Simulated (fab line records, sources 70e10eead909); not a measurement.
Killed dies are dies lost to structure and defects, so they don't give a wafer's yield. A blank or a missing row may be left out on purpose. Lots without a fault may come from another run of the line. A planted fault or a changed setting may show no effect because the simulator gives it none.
Chamber matching | flow nand_harc | NHARC_A_M0_ETCH_34 on rie_diel-10: 4 sister chambers
The step etches the open film in N2/H2, target depth 40 nm, overetch 12 nm, time 43.94 s. 18 wafers are shown with their chamber, then 9 later ones without.

WAFERS WITH THEIR CHAMBER
wafer  | chamber | showerhead_plenum_p_Torr (Torr) | drypump_motor_current_A (A) | rf_vpp_V (V)
L332.1 | 2       | 1.91                            | 6.0                         | 425.9
L332.5 | 3       | 2.09                            | 5.9                         | 430.6
L332.6 | 2       | 1.91                            | 6.0                         | 426.1
L333.2 | 2       | 1.91                            | 6.0                         | 425.8
L333.3 | 0       | 2.16                            | 5.3                         | 432.8
L333.4 | 1       | 2.08                            | 6.2                         | 432.0
L335.1 | 3       | 2.09                            | 5.9                         | 431.2
L335.3 | 2       | 1.91                            | 5.9                         | 426.4
L335.5 | 0       | 2.16                            | 5.4                         | 432.2
L336.3 | 0       | 2.16                            | 5.4                         | 433.4
L336.5 | 0       | 2.16                            | 5.3                         | 433.0
L336.6 | 3       | 2.08                            | 5.9                         | 432.3
L347.1 | 1       | 2.08                            | 6.2                         | 431.3
L347.3 | 2       | 1.90                            | 5.9                         | 426.3
L347.6 | 2       | 1.90                            | 6.0                         | 427.0
L346.3 | 0       | 2.16                            | 5.4                         | 433.4
L346.4 | 2       | 1.90                            | 6.0                         | 428.1
L346.5 | 2       | 1.90                            | 5.9                         | 425.4

SIGNATURES (means of the wafers above)
reading                  | chamber 0 | chamber 1 | chamber 2 | chamber 3 | scatter within a chamber
showerhead_plenum_p_Torr | 2.1600    | 2.0800    | 1.9050    | 2.0867    | 0.00436
drypump_motor_current_A  | 5.360     | 6.200     | 5.963     | 5.900     | 0.0469
rf_vpp_V                 | 432.960   | 431.650   | 426.375   | 431.367   | 0.741
Rule: a wafer's distance from a chamber is the root of the sum, over the readings, of the square of ((its reading less the chamber's mean) divided by the reading's scatter). The wafer belongs to the nearest chamber; if the next one is less than 2 further off, it can't be placed. The scatter: the root of (the sum of the squares of (reading less its chamber's mean) over the shown wafers, divided by (wafers less chambers)).

WAFERS WITHOUT THEIR CHAMBER
wafer  | showerhead_plenum_p_Torr (Torr) | drypump_motor_current_A (A) | rf_vpp_V (V)
L345.2 | 2.16                            | 5.3                         | 433.4
L345.3 | 2.08                            | 6.2                         | 429.8
L345.5 | 2.16                            | 5.3                         | 435.1
L351.1 | 2.16                            | 5.3                         | 434.3
L351.4 | 2.08                            | 6.2                         | 432.6
L351.5 | 2.16                            | 5.4                         | 435.5
L353.1 | 2.16                            | 5.3                         | 434.2
L353.5 | 2.08                            | 6.2                         | 430.7
L353.6 | 1.90                            | 6.0                         | 425.1

WHICH CHAMBER EACH WENT THROUGH
wafer  | from the rows above | in truth
L345.2 | 0                   | 0
L345.3 | 1                   | 1
L345.5 | 0                   | 0
L351.1 | 0                   | 0
L351.4 | 1                   | 1
L351.5 | 0                   | 0
L353.1 | 0                   | 0
L353.5 | 1                   | 1
L353.6 | 2                   | 2
Placed correctly: 9 of 9. Can't be placed from these rows: 0. Placed wrongly: 0.
